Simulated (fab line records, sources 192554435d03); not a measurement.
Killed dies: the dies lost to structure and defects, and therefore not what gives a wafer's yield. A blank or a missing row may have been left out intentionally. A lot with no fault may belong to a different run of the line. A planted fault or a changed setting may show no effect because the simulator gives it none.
A lot that was struck, set against a sound lot | flow n5Finfet | 14 steps out of a route of 1938
Sound: wafers L164.2, L164.3, L164.6. Struck: wafers L152.2, L152.3, L152.5. At the end, the cause is stated.
Per side, at each step with rows, come the tool, then ch with its chambers, and then its first start. Under that, the readings that differ: sound wafers | struck wafers | difference of the means | sigmas: that difference in standard deviations of wafers without a fault.
alike: same words and numbers on both sides, and readings whose means sit less than 2 such deviations apart. not compared: any withheld reading, any reading some wafer has no value for, any bound like >300 that may hide the same value, and any number with overlapping values for which the record gives no deviation.
Wherever a step has rows on one side only, a row that says differs or no value, or a row with sigmas, the two part there. Numbers that don't overlap but have no deviation are shown without sigmas and don't part them. A reading that every wafer of one side lacks parts them only if that side has two wafers or more.

N5_BEOL_M9_STRIP_67: strips in CF4.
  sound on rieDiel-06 ch 1,2, day 14 11:20; struck on rieDiel-02 ch 1,2,3, day 10 20:17
  alike: drypumpMotorCurrentA, oesProductAu, powerW, rfVppV, showerheadPlenumPTorr, throttleValvePct
  not compared: rfHoursCounterH
N5_BEOL_M9_HM_OPEN_17: chemistry Cl2/BCl3, target TiN, target depth 20 nm, overetch 6 nm.
  sound on rieMetal-01 ch 0,1, day 14 11:22; struck on rieMetal-01 ch 0,1, day 10 20:20
  alike: drypumpMotorCurrentA, oesProductAu, throttleValvePct
  not compared: rfHoursCounterH
N5_BEOL_M9_STRIP_19: strips in O2.
  sound on rieDiel-06 ch 0,3, day 14 11:29; struck on rieDiel-02 ch 1,3, day 10 20:26
  alike: drypumpMotorCurrentA, oesProductAu, rfVppV, showerheadPlenumPTorr, tempC, throttleValvePct
  not compared: rfHoursCounterH
N5_BEOL_M9_CD_MEAS_18: pitch 140 nm, target cd 70 nm.
  struck on cdSem-03, day 10 20:31; sound on cdSem-02, day 14 11:33
reading   | sound          | struck         | difference | sigmas
cdNm (nm) | 71.2 69.6 70.2 | 68.4 69.4 68.7 | -1.5       | -2
then, 8 steps without rows for these wafers: N5_BEOL_M9_COAT_63 (time 60 s, resist thk 60 nm); N5_BEOL_M9_COAT_64 (time 60 s, resist thk 12 nm); N5_BEOL_M9_COAT_75 (time 60 s, resist thk 5 nm); N5_BEOL_M9_COAT_22 (resist thk 30 nm); N5_BEOL_M9_EBR_24; N5_BEOL_M9_SOFTBAKE_23 (time 60 s); N5_BEOL_M9_EXPOSE_25 (exposes mask V8); N5_BEOL_M9_PEB_26 (peb time 60 s).
N5_BEOL_M9_DEVELOP_27: develop time 30 s.
  struck on lithoTrack-01, day 10 21:20; sound on lithoTrack-03 ch 0, day 14 12:56
  no value came back on the struck wafers for chillPlateTempC (C), developTimeS (s); on the sound wafers chillPlateTempC (C) reads 23.07 23.19 23.08
reading                                     | sound          | struck     | difference | sigmas
model.CAR-EUV_of_BEOL_M9_COAT_22.thkNm (nm) | 29.6 29.6 29.6 | 30 30 30.2 | +0         | 
N5_BEOL_M9_CD_MEAS_28: target cd 70 nm.
  sound on cdSem-03 ch 0, day 14 12:59; struck on cdSem-02 ch 0, day 10 21:24
reading   | sound             | struck | difference                    | sigmas
cdNm (nm) | 69.93 70.18 70.20 | - - -  | no value on the struck wafers | 

== WHERE THEY PART ==
First at N5_BEOL_M9_CD_MEAS_18; last, within this record, at N5_BEOL_M9_CD_MEAS_28.

WHY: what had been put in by the simulator
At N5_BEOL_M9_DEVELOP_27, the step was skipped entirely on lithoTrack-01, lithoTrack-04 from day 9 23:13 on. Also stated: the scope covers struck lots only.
